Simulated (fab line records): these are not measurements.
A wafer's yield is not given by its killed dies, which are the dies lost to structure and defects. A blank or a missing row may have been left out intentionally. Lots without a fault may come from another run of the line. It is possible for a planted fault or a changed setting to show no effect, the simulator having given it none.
Chamber matching	flow nand harc	4 sister chambers for NHARC_P_BONDPAD_CMP_32 on cmp-02
The step polishes SiCN, target thk 200 nm. 14 wafers are shown with their chamber, then 7 later ones without.

WAFERS WITH THEIR CHAMBER
wafer	chamber	motor current A (A)
L413.1	3	9.8
L413.4	2	12.1
L413.5	0	11.5
L414.1	1	11.9
L414.4	0	11.3
L414.5	3	10.7
L419.1	3	10.0
L419.4	2	13.1
L419.5	1	11.0
L422.1	0	11.8
L422.4	1	12.0
L422.5	3	9.8
L423.2	0	11.2
L423.3	3	9.6

SIGNATURES, as means of the wafers listed above
reading	chamber 0	chamber 1	chamber 2	chamber 3	scatter within a chamber
motor current A	11.450	11.633	12.600	9.980	0.452
Rule: for a wafer and a chamber, the distance is found by dividing, reading by reading, the gap between the wafer's reading and the chamber's mean by the reading's scatter, squaring, summing and taking the root. The wafer belongs to the nearest chamber; if the next one is less than 2 further off, it can't be placed. How the scatter is found: for the shown wafers, subtract from each reading the mean of its chamber, square and add these, divide the total by (wafers less chambers), then take the root.

WAFERS WHOSE CHAMBER IS MISSING
wafer	motor current A (A)
L423.6	11.8
L433.1	12.2
L433.2	13.1
L433.6	10.0
L435.1	10.0
L435.3	12.0
L435.5	11.5

THE CHAMBER EACH PASSED THROUGH
wafer	from the rows above	in truth
L423.6	can't be placed: 1 or 0 or 2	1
L433.1	can't be placed: 2 or 1 or 0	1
L433.2	2	2
L433.6	3	3
L435.1	3	3
L435.3	can't be placed: 1 or 0 or 2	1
L435.5	can't be placed: 0 or 1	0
3 of 7 placed correctly. From these rows, 4 cannot be placed; in 4 the true chamber is one of the candidates. Number placed wrongly: 0.
